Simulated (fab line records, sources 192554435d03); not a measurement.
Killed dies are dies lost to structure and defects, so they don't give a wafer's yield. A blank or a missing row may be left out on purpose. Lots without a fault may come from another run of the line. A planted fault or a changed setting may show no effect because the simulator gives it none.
Chamber matching | flow n5_finfet | N5_BEOL_M6_STRIP_67 on rie_diel-02: 4 sister chambers
The step strips in CF4. 4 wafers are shown with their chamber, then 11 later ones without.

WAFERS WITH THEIR CHAMBER
wafer  | chamber | drypump_motor_current_A (A)
L083.1 | 0       | 5.6
L086.1 | 3       | 4.9
L086.3 | 1       | 5.3
L088.1 | 2       | 5.0

WAFERS WITHOUT THEIR CHAMBER
wafer  | drypump_motor_current_A (A)
L088.2 | 5.4
L088.3 | 4.9
L087.3 | 5.6
L087.5 | 5.6
L087.6 | 4.9
L091.3 | 4.9
L091.4 | 5.0
L091.6 | 5.6
L093.1 | 5.6
L093.4 | 5.4
L093.6 | 5.0

WHICH CHAMBER EACH WENT THROUGH
wafer  | from the rows above | in truth
L088.2 | 1                   | 1
L088.3 | 3                   | 3
L087.3 | 0                   | 0
L087.5 | 0                   | 0
L087.6 | 3                   | 3
L091.3 | 3                   | 3
L091.4 | 2                   | 2
L091.6 | 0                   | 0
L093.1 | 0                   | 0
L093.4 | 1                   | 1
L093.6 | 2                   | 2
Placed correctly: 11 of 11. Can't be placed from these rows: 0. Placed wrongly: 0.
How it was worked out, from the rows above alone: a wafer's distance from a chamber is the root of the sum, over the readings, of the square of ((its reading less the chamber's mean) divided by the reading's scatter). The wafer belongs to the nearest chamber; if the next one is less than 2 further off, it can't be placed. A chamber's mean is the mean of its shown wafers. The scatter: with one shown wafer a chamber, the root of the mean of the squares of how far each hidden wafer lies from its nearest shown one.
